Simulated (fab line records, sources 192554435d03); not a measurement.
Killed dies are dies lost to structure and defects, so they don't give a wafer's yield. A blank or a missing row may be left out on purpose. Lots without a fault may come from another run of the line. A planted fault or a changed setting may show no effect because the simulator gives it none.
fab line records | flow n5_finfet
record lots=4 wafers=12 last_day=17
route steps=1938 shown WELL_APT@41 PMOS_HMC_CHANNEL_EPI@57 BEOL_M4@1111 PASSIVATION@1936
lots that met no fault: from a run of the same line without faults
start_h: hours from the record's first day to the start of the lot's first wafer shown | wait_h: hours since the lot's step before | " the same as in the row above | L1.1+2: a row that stands for several wafers | - no value, or no start given | * or withheld: withheld | < > ~ a bound
route shown NAME@n: a module of which the file shows steps, and the number in the route of the first | usual: mean/standard deviation of fault-free wafers | same: alike in all rows | chamber/n: place in a boat | sites: the reading at each site | _std_site: their standard deviation | _edge_site: outer sites' mean less inner sites' | radius_mm: how far each site lies from the wafer's centre | mask NAME#n: copy n | behind: the tool/chamber that last shaped the wafer | hold: why the lot was held/for how many hours/how that ended | device: the transistor (n, p or np) that didn't switch | end of line: the same wafers' tests at the end of the route | a step without rows: its recipe alone | killed: dies lost to structure and defects at the first sort, not the wafer's yield | map: a wafer's dies, x killed, . not, _ none there
set.NAME: the setting as run; set.NAME@STEP: as run at that earlier step | model.NAME: the simulator's own value behind a step, which no gauge read
lots at some steps of the route; a table a step, a row a wafer
## steps
# step N5_WELL_APT_DEVELOP_24
# recipe develop_time_s=45 rinse_liquid=surfactant_rinse dry=air_spin dev_temp_c=21
# step N5_WELL_APT_HARDBAKE_29
# recipe temp_c=130 time_s=120
# step N5_WELL_APT_DESCUM_30
# recipe chemistry=O2 time_s=7.9 source_power_w=50 bias_power_w=20 pressure_mtorr=20 rf_frequency_hz=2.712e+07 temp_c=40 o2_flow_sccm=225
# step N5_WELL_APT_IMPLANT_31
# recipe species=B energy_kev=60 dose_cm2=1.5e+13 tilt_deg=0 rotation_deg=0
# step N5_WELL_APT_IMPLANT_32
# recipe species=BF2 energy_kev=50 dose_cm2=2e+13 tilt_deg=0 rotation_deg=0
# step N5_WELL_APT_STRIP_33
# recipe chemistry=SPM time_s=900 temp_c=130 h2so4_h2o2_vol_ratio=4 dry=ipa_marangoni
# step N5_WELL_APT_RTA_34
# recipe temp_c=1000 time_s=10 ambient=N2 idle_temp_c=600 ramp_up_c_per_s=150 ramp_down_c_per_s=60 cool_to_c=600
# step N5_WELL_APT_OXIDE_STRIP_42
# recipe chemistry=dHF dilution=25:1 time_s=45 temp_c=25 target=SiO2 target_depth_a=120
# step N5_WELL_APT_PRECLEAN_36
# recipe chemistry=O3/DIW time_s=45 temp_c=22 o3_ppm=10
# step N5_WELL_APT_PRECLEAN_39
# recipe chemistry=dHF time_s=60 dilution=150:1 temp_c=25
# same time_s=60
# columns lot.wafer tool chamber start_h wait_h
L980.1+2+4 wet_bench-03 1,6,5 28.12 0.0
L991.2+3+6 wet_bench-03 4,3,5 94.68 0.0
L992.2+4+5 wet_bench-03 6,7,4 101.19 0.0
L995.1+3+6 wet_bench-04 0,2,3 118.18 0.0
# step N5_WELL_APT_SRD_37
# recipe dry=ipa_marangoni do_ppb=5 time_s=30 temp_c=23 rinse_liquid=diw
# step N5_WELL_APT_EPI_41
# recipe material=Si target_thk_a=500 temp_c=650 precursor=SiH4/H2 pressure_torr=20 time_s=297.7
# step N5_WELL_APT_INSPECT_38
# recipe inspect_instrument=darkfield mode=post_epi
# usual raw_defect_count=12/5.2
# columns lot.wafer tool chamber start_h wait_h raw_defect_count
L980.1 defect_inspect-01 - 28.83 0.5 8
L980.2 " - " " 11
L980.4 " - " " 8
L991.2 defect_inspect-02 - 95.38 0.4 1429
L991.3 " - " " 1475
L991.6 " - " " 1498
L992.2 defect_inspect-01 - 101.90 0.4 1499
L992.4 " - " " 1407
L992.5 " - " " 1406
L995.1 defect_inspect-01 - 118.88 0.5 11
L995.3 " - " " 23
L995.6 " - " " 13
# step N5_PMOS_HMC_CHANNEL_EPI_HM_DEP_34
# recipe material=SiO2 target_thk_a=360 temp_c=400 precursor=TEOS/O2 pressure_torr=6.5 rf_w=900 teos_flow_sccm=161.4 gas=O2 flow_sccm=2650 time_s=6.9
# step N5_PMOS_HMC_CHANNEL_EPI_COAT_31
# recipe resist=BARC temp_c=205 time_s=60 spin_rpm=1500 resist_thk_nm=66
# step N5_PMOS_HMC_CHANNEL_EPI_COAT_03
# recipe resist=CAR-ArF-block spin_rpm=1500 resist_thk_nm=205
# step N5_PMOS_HMC_CHANNEL_EPI_EBR_05
# recipe solvent=PGMEA ebr_width_mm=1.5
# step N5_PMOS_HMC_CHANNEL_EPI_SOFTBAKE_04
# recipe temp_c=110 time_s=60 resist=CAR-ArF-block
# step N5_PMOS_HMC_CHANNEL_EPI_EXPOSE_06
# recipe mask_id=PMOS_HMC_BLK na=1.35 source_shape=conventional sigma_outer=0.8 polarization=unpolarized target_cd_nm=240 dose_mj=41
# step N5_PMOS_HMC_CHANNEL_EPI_PEB_07
# recipe peb_temp_c=110 peb_time_s=60 resist=CAR-ArF-block
# step N5_PMOS_HMC_CHANNEL_EPI_DEVELOP_08
# recipe develop_time_s=30 developer=TMAH resist=CAR-ArF-block dev_temp_c=23 rinse_liquid=diw dry=air_spin
# step N5_PMOS_HMC_CHANNEL_EPI_INSPECT_11
# recipe mode=adi inspect_instrument=macro
# usual raw_defect_count=1.6/1.4
# columns lot.wafer tool chamber start_h wait_h raw_defect_count
L980.1 defect_inspect-02 - 29.21 0.0 0
L980.2 " - " " 2
L980.4 " - " " 0
L991.2 defect_inspect-02 - 95.88 0.0 >300
L991.3 " - " " >300
L991.6 " - " " >300
L992.2 defect_inspect-01 - 102.40 0.0 >300
L992.4 " - " " >300
L992.5 " - " " >300
L995.1 defect_inspect-01 - 119.37 0.0 0
L995.3 " - " " 1
L995.6 " - " " 0
# step N5_PMOS_HMC_CHANNEL_EPI_DESCUM_14
# recipe chemistry=O2 time_s=7.9 source_power_w=50 bias_power_w=20 pressure_mtorr=20 rf_frequency_hz=2.712e+07 temp_c=40 resist=CAR-ArF-block o2_flow_sccm=225
# step N5_BEOL_M4_RC_MEAS_101
# usual DIBL_N=36.0/2 DIBL_P=36.2/2.2 IOFF_N=0.16/0.034 IOFF_P=0.21/0.04 ION_N=675/12 ION_P=463/7.2 SS_N=71.6/0.6 SS_P=73.3/0.67 VT_N=250/3 VT_P=-251/3.4
# columns lot.wafer tool chamber start_h wait_h DIBL_N[mV/V] DIBL_P[mV/V] IOFF_N[nA/um] IOFF_P[nA/um] ION_N[uA/um] ION_P[uA/um] SS_N[mV/dec] SS_P[mV/dec] VT_N[mV] VT_P[mV]
L980.1 prober-02 0 188.48 0.0 37.3 39.8 0.17 0.23 673 459 72.2 74.6 248 -251
L980.2 " 0 " " 32.4 33.9 0.11 0.15 654 451 70.4 72.4 255 -255
L980.4 " 0 " " 35.2 36.3 0.13 0.17 666 455 71.1 73.4 255 -253
L991.2 prober-01 0 249.96 0.2 36.4 38.3 0.19 0.25 688 469 72.0 73.2 247 -248
L991.3 " 0 " " 35.9 37.2 0.17 0.23 676 468 71.1 72.7 250 -248
L991.6 " 0 " " 35.6 37.1 0.17 0.23 680 470 71.5 73.5 247 -246
L992.2 prober-02 0 269.01 0.2 33.2 33.3 0.11 0.18 672 471 71.9 72.3 255 -252
L992.4 " 0 " " 33.6 34.0 0.11 0.18 659 464 70.6 72.9 254 -250
L992.5 " 0 " " 34.7 34.8 0.13 0.19 663 464 71.6 73.6 253 -254
L995.1 prober-02 0 279.72 0.0 32.4 32.5 0.10 0.16 649 453 70.5 71.9 257 -255
L995.3 " 0 " " 36.2 36.1 0.16 0.20 675 463 71.2 72.9 252 -252
L995.6 " 0 " " 36.1 35.8 0.14 0.19 668 459 71.6 73.3 253 -252
# step N5_PASSIVATION_PROBE_49
# usual defect_limited_yield=91.5/1.5 killed_at_M0_to_M3=33/10 killed_at_M4_up=15/6.4 killed_at_contacts=12/5.4 killed_at_front_end=38/9.8 killed_at_other=4/3.1 killed_dies=101/18 killed_on_rim=13/3.9 killed_open=67/14 killed_short=33/7.9 sort_bin_5_function=5.0/1 sort_bin_6_memory=3.2/0.67 sort_n_pass=1079/18 sort_yield_pct=91.5/1.5
# same gross_dies=1180 killed_at_back_side=0 sort_bin_4_leakage[%]=0 sort_bin_8_speed[%]=0
# columns lot.wafer tool chamber start_h wait_h defect_limited_yield[%] killed_at_M0_to_M3 killed_at_M4_up killed_at_contacts killed_at_front_end killed_at_other killed_dies killed_on_rim killed_open killed_short sort_bin_5_function[%] sort_bin_6_memory[%] sort_n_pass sort_yield_pct[%]
L980.1 prober-02 - 297.96 0.0 90.8 44 10 14 40 1 109 19 82 25 5.2 3.8 1071 90.8
L980.2 prober-02 - 298.01 0.1 88.2 33 14 15 72 5 139 15 84 53 6.5 4.8 1041 88.2
L980.4 prober-02 - 298.11 0.2 93.9 20 5 6 38 3 72 12 40 31 3.0 2.7 1108 93.9
L991.2 prober-01 - 388.37 0.1 80.6 29 8 8 181 3 229 25 44 24 11.3 3.2 951 80.6
L991.3 prober-01 - 388.42 0.1 83.7 21 9 4 154 4 192 25 47 15 9.6 2.8 988 83.7
L991.6 prober-01 - 388.57 0.3 80.2 25 14 12 183 0 234 9 47 22 12.3 3.1 946 80.2
L992.2 prober-02 - 389.02 0.1 83.6 28 13 13 136 4 194 34 58 35 8.3 3.8 986 83.6
L992.4 prober-02 - 389.12 0.2 81.9 36 16 4 157 1 214 28 56 29 11.3 3.2 966 81.9
L992.5 prober-02 - 389.17 0.2 75.6 51 28 8 200 1 288 29 84 45 14.4 5.3 892 75.6
L995.1 prober-02 - 404.45 0.0 91.1 45 7 8 42 3 105 18 68 34 5.3 3.3 1075 91.1
L995.3 prober-02 - 404.55 0.1 91.8 21 14 12 37 13 97 10 59 35 4.5 3.2 1083 91.8
L995.6 prober-02 - 404.70 0.3 91.9 32 15 8 36 4 95 16 65 29 5.3 2.6 1085 91.9
# killed by level:class
L980.1 BEOL_M2:geometric_particle:open=14 BEOL_M0_SAQP:geometric_particle:open=12 FIN_SAQP:geometric_particle:open=10 STI_FIN_REVEAL:geometric_particle:open=10 MOL_CONTACT_COAG:geometric_particle:open=8 BEOL_M4:geometric_particle:open=8 BEOL_M0_SAQP:geometric_particle:short=7 MOL_CONTACT_COAG:geometric_particle:short=6
L980.2 FIN_SAQP:geometric_particle:short=21 FIN_SAQP:geometric_particle:open=16 MOL_CONTACT_COAG:geometric_particle:open=11 BEOL_M0_SAQP:geometric_particle:open=11 STI_FIN_REVEAL:geometric_particle:open=10 BEOL_M0_SAQP:geometric_particle:short=10 DUMMY_GATE:geometric_particle:open=8 MOL_CONTACT_COAG:geometric_particle:short=4
L980.4 FIN_SAQP:geometric_particle:short=11 FIN_SAQP:geometric_particle:open=7 BEOL_M0_SAQP:geometric_particle:short=5 STARTING-WAFER:geometric_particle:open=5 MOL_CONTACT_COAG:geometric_particle:open=4 BEOL_M0_SAQP:geometric_particle:open=4 BEOL_M3:geometric_particle:open=4 SDB:geometric_particle:open=3
L991.2 WELL_APT:unspecified=159 BEOL_M3:geometric_particle:open=9 BEOL_M2:geometric_particle:open=7 STI_FIN_REVEAL:geometric_particle:open=6 FIN_SAQP:geometric_particle:short=5 MOL_CONTACT_COAG:geometric_particle:open=5 MOL_CONTACT_COAG:geometric_particle:short=3 BEOL_M0_SAQP:geometric_particle:open=3
L991.3 WELL_APT:unspecified=127 FIN_SAQP:geometric_particle:short=6 BEOL_M0_SAQP:geometric_particle:open=6 ILD0:geometric_particle:open=5 BEOL_M3:geometric_particle:open=5 MOL_CONTACT_COAG:geometric_particle:open=4 BEOL_M2:geometric_particle:open=4 BEOL_M4:geometric_particle:open=4
L991.6 WELL_APT:unspecified=165 MOL_CONTACT_COAG:geometric_particle:open=11 BEOL_M4:geometric_particle:open=10 BEOL_M3:geometric_particle:open=5 ILD0:geometric_particle:open=4 GATE_CUT:geometric_particle:short=4 BEOL_M0_SAQP:geometric_particle:short=4 BEOL_M0_SAQP:geometric_particle:open=4
L992.2 WELL_APT:unspecified=100 MOL_CONTACT_COAG:geometric_particle:open=10 BEOL_M0_SAQP:geometric_particle:open=9 BEOL_M4:geometric_particle:open=8 STI_FIN_REVEAL:geometric_particle:open=7 GATE_CUT:geometric_particle:short=6 BEOL_M3:geometric_particle:open=6 BEOL_M4:geometric_particle:short=5
L992.4 WELL_APT:unspecified=129 BEOL_M0_SAQP:geometric_particle:short=9 BEOL_M2:geometric_particle:open=9 BEOL_M4:geometric_particle:open=9 FIN_SAQP:geometric_particle:short=6 BEOL_M3:geometric_particle:open=6 STI_FIN_REVEAL:geometric_particle:open=5 FIN_SAQP:geometric_particle:open=4
L992.5 WELL_APT:unspecified=158 BEOL_M2:geometric_particle:open=13 FIN_SAQP:geometric_particle:short=11 BEOL_M3:geometric_particle:open=11 BEOL_M4:geometric_particle:open=11 FIN_SAQP:geometric_particle:open=10 BEOL_M0_SAQP:geometric_particle:short=9 MOL_CONTACT_COAG:geometric_particle:open=7
L995.1 BEOL_M0_SAQP:geometric_particle:open=9 STI_FIN_REVEAL:geometric_particle:open=8 MOL_CONTACT_COAG:geometric_particle:open=7 BEOL_M2:geometric_particle:open=7 FIN_SAQP:geometric_particle:open=6 FIN_SAQP:geometric_particle:short=6 BEOL_M1:geometric_particle:short=6 STARTING-WAFER:geometric_particle:open=6
L995.3 MOL_CONTACT_COAG:geometric_particle:open=12 BEOL_M1:geometric_particle:open=9 STI_FIN_REVEAL:geometric_particle:open=7 GATE_CUT:geometric_particle:short=7 BEOL_M0_SAQP:geometric_particle:short=5 BEOL_M4:geometric_particle:open=5 BEOL_M7:geometric_particle:open=4 MIM_TOP:geometric_particle:short=4
L995.6 BEOL_M1:geometric_particle:open=9 FIN_SAQP:geometric_particle:open=7 FIN_SAQP:geometric_particle:short=6 MOL_CONTACT_COAG:geometric_particle:open=6 BEOL_M0:geometric_particle:open=6 STI_FIN_REVEAL:geometric_particle:open=5 BEOL_M3:geometric_particle:open=5 BEOL_M4:geometric_particle:open=5
# map L991.6 (x killed, . not)
_________________............________________
______________.................._____________
___________..................x.x...__________
__________x.........x............x.._________
________.................x............_______
_______...x.x............xx............______
______..................xxxxx....x...x.._____
_____...............xxxxxxxxxx...........____
____..............x.xxxxxxxxxxxx..........___
___..........x.xx.xxxxxxxxxxxxxx...........__
___x.x...........xxxxxxxxxxxxxxxxx.........__
__x..............xxxxxxxxxxxxxxxxx.........._
__.......x........xxxxxxxxxxxxxxxxx........._
_...............x.xxxxxxxxxxxxxxx.....x......
_..............x.xxxxxxxxxxxxxxx..........xx.
_.x......x...x.....xxxxxxxxxxxxxx............
_.......x......x..xxxxxxxxxxxxxx.x....x......
_..........x.......x.xx.x.xx.xx..............
_.......x...x.......x...xxx.x...........x....
_................x.................x.........
_........x....................x..............
__.............x....x..............x........_
__...............x.......................x.._
___..x.........x...........................__
___..........x......................x..x...__
____..............x.......x...x......x....___
_____x................x...xxx............____
______..x...x..........x................_____
_______.................x..............______
________.............................._______
__________.x....x..................._________
___________................x.x.....__________
______________.....x............_____________
_________________...xx..x....________________
# map L992.5 (x killed, . not)
_________________.....xx.xx..________________
______________......xx.xxxxxxx.._____________
___________...........xxxxxxxxxxxx.__________
__________.........xxxxxxxxxxxxxxx.x_________
________x....x.....x.xxxxxxxxxxxxxxx.._______
_______......x....xxxxxxxxxxxxxxxxxxxx.______
______...........x.x.xxxxxxxxxxxxx.x...._____
_____x...........xx..xxxxxxxxxxxxx.....x.____
____...............xxxxxxxxxxxxxxxxxx...x.___
___......x.x......x.xxxxxxxxxxxxx.x.x.x....__
___...x....x..x.....xxxxxxxxxxxxx..........__
__..................xx.xxx..xxxx............_
__.....................xxxxx.xx......x......_
_............x..........x..xxxx..........x...
_......x.x................x............x.....
_.............x...........xx.x..........x...x
_x.......x.....................x..........x..
_x......x............x.......................
_.......x...............xx............x...x..
_.........x.....x...x.........x.x.x.......x..
_.x.xx............xx...x...........x..x.x....
__.....xx..x.........x...................x.._
__...............x....x...............x....._
___............x.....x...............x..x.x__
___.........x...........x.......x..........__
____..x..x.x.x.x....xx.xxx....x...x.......___
_____.xx......x.x.........x..........x...____
______..x.x............xx....x.......x.._____
_______........x..................xx..x______
________......xx.....................x_______
__________.......x..............x..x_________
___________..x.......xx....x...x...__________
______________........x....x...._____________
_________________.....x.x....________________
## key
first_sign step=N5_WELL_APT_INSPECT_38 reading=raw_defect_count direction=up sigmas=99+ usual=12 struck=1452
effect step=N5_PMOS_HMC_CHANNEL_EPI_INSPECT_11 reading=raw_defect_count direction=up sigmas=99+ usual=1.6 struck=>300
effect step=N5_PASSIVATION_PROBE_49 reading=killed_at_front_end direction=up sigmas=13 usual=38 struck=168
more_kills_born_at N5_WELL_APT_PRECLEAN_39@wet_bench-03=838
met_at N5_WELL_APT_PRECLEAN_39
struck_wafers L991.2,L991.3,L991.6,L992.2,L992.4,L992.5
onset_between 28.12 94.68
fault kind=chamber_particle_source tool=wet_bench-03 chamber=- onset_h=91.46 steps=N5_WELL_APT_PRECLEAN_39 rate_per_visit_cm2=2.197 end_h=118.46
